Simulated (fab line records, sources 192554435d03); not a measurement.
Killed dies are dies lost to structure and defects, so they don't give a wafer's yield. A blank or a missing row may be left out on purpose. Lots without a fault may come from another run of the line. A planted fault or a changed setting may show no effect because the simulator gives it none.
Split-lot experiment | flow n5_finfet | 7 lots, 21 wafers read, on a route of 1938 steps

THE SPLIT
At N5_SD_EPI_N_COAT_03 (resist thk 150 nm), the setting spin_rpm was moved away from the recipe's 1500 rpm on 8 of the 21 wafers read, by -7.9% to +9.2%. The other wafers ran this setting at the recipe's value.

FROM THE SPLIT TO THE READING: what the file shows between them, 6 steps
- N5_SD_EPI_N_EBR_05
- N5_SD_EPI_N_SOFTBAKE_04: time 60 s
- N5_SD_EPI_N_EXPOSE_06: exposes mask SD N BLK, target cd 120 nm
- N5_SD_EPI_N_PEB_07: peb time 60 s
- N5_SD_EPI_N_DEVELOP_08: develop time 30 s
- N5_SD_EPI_N_DESCUM_14: chemistry O2, time 7.9 s

THE READING
CAR-ArF-block_of_SD_EPI_N_COAT_03.thk_nm (the simulator's own value, which no gauge read), in nm, at N5_SD_EPI_N_ETCH_34 (etches SiARC in CF4, target depth 45.5 nm, time 75.8 s). The file gives no usual value for it. The 13 wafers here that ran the recipe average 111.4 nm, standard deviation 0.34 nm.

wafer  | tool, chamber at the split | spin_rpm as run, rpm | against the recipe | CAR-ArF-block_of_SD_EPI_N_COAT_03.thk_nm, nm | against lot-mates on the recipe
L075.1 | litho_track-04, 0          | 1500                 | recipe             | 111.6                                        | -
L075.3 | litho_track-04, 0          | 1628                 | +8.5%              | 105.2                                        | -6.0
L075.6 | litho_track-04, 0          | 1500                 | recipe             | 110.8                                        | -
L080.1 | litho_track-03, 0          | 1382                 | -7.9%              | 118.2                                        | +6.6
L080.2 | litho_track-03, 0          | 1500                 | recipe             | 111.6                                        | -
L080.4 | litho_track-03, 0          | 1382                 | -7.9%              | 118                                          | +6.4
L082.2 | litho_track-01, 0          | 1557                 | +3.8%              | 108.6                                        | -2.2
L082.4 | litho_track-01, 0          | 1557                 | +3.8%              | 108.8                                        | -2.0
L082.6 | litho_track-01, 0          | 1500                 | recipe             | 110.8                                        | -
L091.2 | litho_track-01, 0          | 1412                 | -5.9%              | 116.6                                        | +5.0
L091.3 | litho_track-01, 0          | 1500                 | recipe             | 111.6                                        | -
L091.4 | litho_track-01, 0          | 1412                 | -5.9%              | 116                                          | +4.4
L095.2 | litho_track-03, 0          | 1500                 | recipe             | 111.2                                        | -
L095.3 | litho_track-03, 0          | 1500                 | recipe             | 111.2                                        | -
L095.4 | litho_track-03, 0          | 1500                 | recipe             | 111.4                                        | -
L097.1 | litho_track-03, 0          | 1500                 | recipe             | 111.6                                        | -
L097.3 | litho_track-03, 0          | 1500                 | recipe             | 111.6                                        | -
L097.2 | litho_track-03, 0          | 1638                 | +9.2%              | 105.4                                        | -6.2
L096.1 | litho_track-03, 0          | 1500                 | recipe             | 111.8                                        | -
L096.4 | litho_track-03, 0          | 1500                 | recipe             | 112                                          | -
L096.5 | litho_track-03, 0          | 1500                 | recipe             | 111.6                                        | -

THE FIT
A straight line over all 21 wafers: CAR-ArF-block_of_SD_EPI_N_COAT_03.thk_nm changes by -0.768 nm for each +1% of spin_rpm; r = -0.99; the points scatter about the line by 0.42 nm.
The same after taking each lot's own level away (the mean of its wafers on the recipe; 21 wafers): -0.742 nm for each +1%; r = -0.99; scatter 0.35 nm.
On that fit, the largest move of spin_rpm shifts the reading by 6.8 nm.
The lots' own levels span 110.80 to 111.80 nm, that is 2.9 times the standard deviation above.
So the lot-to-lot level changes the slope little: the two slopes agree.
Check: with one of the wafers moved furthest among these (+9.2%) left out of the fit, the line predicts -6.77 nm for it against its lot-mates. It came out at -6.2 nm against them.

OTHER SPLITS ON THESE WAFERS
These wafers also went through other splits before the reading. Each is held against what the fit with the lots' levels taken away leaves over:
other split on the same wafers | wafers away from the commonest value | r with CAR-ArF-block_of_SD_EPI_N_COAT_03.thk_nm (lot level and that fit taken away)
N5_WELL_APT_COAT_02 spin_rpm   | 8                                    | +0.07
N5_WELL_APT_PEB_06 peb_time_s  | 10                                   | +0.17
N5_FIN_CUT_EXPOSE_05 dose_mj   | 7                                    | +0.16
N5_FIN_CUT_ETCH_21 time_s      | 8                                    | +0.22

THE WHOLE CHAIN: every reading that the file lists as answering this split, in the file's order
step                   | what it does                                           | reading                                                                                   | change (the file's fit)               | r (the file's)
N5_SD_EPI_N_COAT_03    | resist thk 150 nm                                      | CAR-ArF-block_of_SD_EPI_N_COAT_03.thk_nm (the simulator's own value, which no gauge read) | -0.718 nm for each +1% of the setting | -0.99
N5_SD_EPI_N_DEVELOP_08 | develop time 30 s                                      | CAR-ArF-block_of_SD_EPI_N_COAT_03.thk_nm (the simulator's own value, which no gauge read) | -0.737 nm for each +1% of the setting | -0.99
N5_SD_EPI_N_ETCH_34    | etches SiARC in CF4, target depth 45.5 nm, time 75.8 s | CAR-ArF-block_of_SD_EPI_N_COAT_03.thk_nm (the simulator's own value, which no gauge read) | -0.727 nm for each +1% of the setting | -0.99

THE FILE'S OWN FIT
CAR-ArF-block_of_SD_EPI_N_COAT_03.thk_nm changes by -0.727 nm for each +1% of spin_rpm, r = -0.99.
